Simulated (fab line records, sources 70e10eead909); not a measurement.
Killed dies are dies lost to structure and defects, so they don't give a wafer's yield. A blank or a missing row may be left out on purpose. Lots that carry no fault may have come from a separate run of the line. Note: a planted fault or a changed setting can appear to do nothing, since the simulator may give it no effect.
Matching of chambers -- flow nand harc -- 4 sister chambers for NHARC_A_DECK1_JOINT_CMP_13 on cmp-01
The step polishes, target thk 51.023 nm. 7 wafers are shown with their chamber, then 8 later ones without.

EACH WAFER AND ITS CHAMBER
wafer,chamber,motor current A (A),slurry flow ml min
L081.1,0,14.2,150.5
L084.2,1,10.0,149.5
L084.5,2,11.5,150.1
L086.2,3,12.2,150.4
L086.4,2,11.4,150.3
L086.5,1,10.1,149.9
L090.1,3,12.5,149.9

WAFERS WHOSE CHAMBER IS MISSING
wafer,motor current A (A),slurry flow ml min
L090.3,13.7,150.8
L090.5,11.5,150.1
L095.1,11.5,150.6
L095.4,13.8,149.8
L095.6,13.1,149.9
L097.2,10.0,149.1
L097.3,12.8,150.5
L097.4,13.5,150.2

CHAMBER TAKEN BY EACH
wafer,from the rows above,in truth
L090.3,0,0
L090.5,2,2
L095.1,2,2
L095.4,0,0
L095.6,3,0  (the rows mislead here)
L097.2,1,1
L097.3,3,3
L097.4,0,0
7 of 8 placed correctly. From these rows, 0 cannot be placed. 1 placed wrongly.
How it was worked out, from the rows above alone: a wafer's distance from a chamber is the root of the sum, over the readings, of the square of ((its reading less the chamber's mean) divided by the reading's scatter). If the next closest chamber is less than 2 further off than the closest, the wafer can't be placed; otherwise it belongs to the closest. For every chamber, the mean is computed from those of its wafers that are shown. How the scatter is found: for the shown wafers, subtract from each reading the mean of its chamber, square and add these, divide the total by (wafers less chambers), then take the root.
